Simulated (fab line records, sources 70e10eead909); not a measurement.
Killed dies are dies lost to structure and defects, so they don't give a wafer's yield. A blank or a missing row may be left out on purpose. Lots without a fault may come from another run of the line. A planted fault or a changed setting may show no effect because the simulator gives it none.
Chamber matching | flow nand_harc | NHARC_A_CONTACT_CMP_20 on cmp-01: 4 sister chambers
The step polishes, t overpolish 30 s, target thk 300 nm. 8 wafers are shown with their chamber, then 12 later ones without.

WAFERS WITH THEIR CHAMBER
wafer  | chamber | motor_current_A (A) | overpolish_run_s (s)
L082.6 | 0       | 12.6                | 29.985
L079.2 | 2       | 12.1                | 29.984
L084.1 | 0       | 11.9                | 29.996
L084.2 | 3       | 11.6                | 29.998
L084.4 | 1       | 13.4                | 30.003
L086.2 | 1       | 14.6                | 30.003
L086.4 | 2       | 12.9                | 30.004
L086.5 | 3       | 11.7                | 29.999

WAFERS WITHOUT THEIR CHAMBER
wafer  | motor_current_A (A) | overpolish_run_s (s)
L091.3 | 13.9                | 29.995
L091.5 | 12.9                | 30.015
L091.6 | 12.1                | 29.994
L093.2 | 11.5                | 29.998
L093.4 | 11.9                | 29.984
L093.6 | 12.3                | 30.000
L096.1 | 12.6                | 30.010
L096.3 | 12.0                | 29.988
L096.5 | 14.1                | 30.001
L095.2 | 12.3                | 30.015
L095.4 | 12.5                | 29.994
L095.6 | 12.0                | 29.991

WHICH CHAMBER EACH WENT THROUGH
wafer  | from the rows above               | in truth
L091.3 | can't be placed: 1 or 2 or 0      | 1
L091.5 | can't be placed: 1 or 2 or 3 or 0 | 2
L091.6 | can't be placed: 0 or 2 or 3      | 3
L093.2 | can't be placed: 3 or 0 or 2      | 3
L093.4 | can't be placed: 0 or 2 or 3      | 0
L093.6 | can't be placed: 2 or 3 or 0      | 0
L096.1 | can't be placed: 2 or 3 or 0 or 1 | 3
L096.3 | can't be placed: 0 or 2 or 3      | 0
L096.5 | 1                                 | 1
L095.2 | can't be placed: 3 or 2 or 0 or 1 | 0
L095.4 | can't be placed: 2 or 0 or 3      | 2
L095.6 | can't be placed: 0 or 2 or 3      | 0
Placed correctly: 1 of 12. Can't be placed from these rows: 11 (the true chamber is among the candidates in 11). Placed wrongly: 0.
How it was worked out, from the rows above alone: a wafer's distance from a chamber is the root of the sum, over the readings, of the square of ((its reading less the chamber's mean) divided by the reading's scatter). The wafer belongs to the nearest chamber; if the next one is less than 2 further off, it can't be placed. A chamber's mean is the mean of its shown wafers. The scatter: the root of (the sum of the squares of (reading less its chamber's mean) over the shown wafers, divided by (wafers less chambers)).
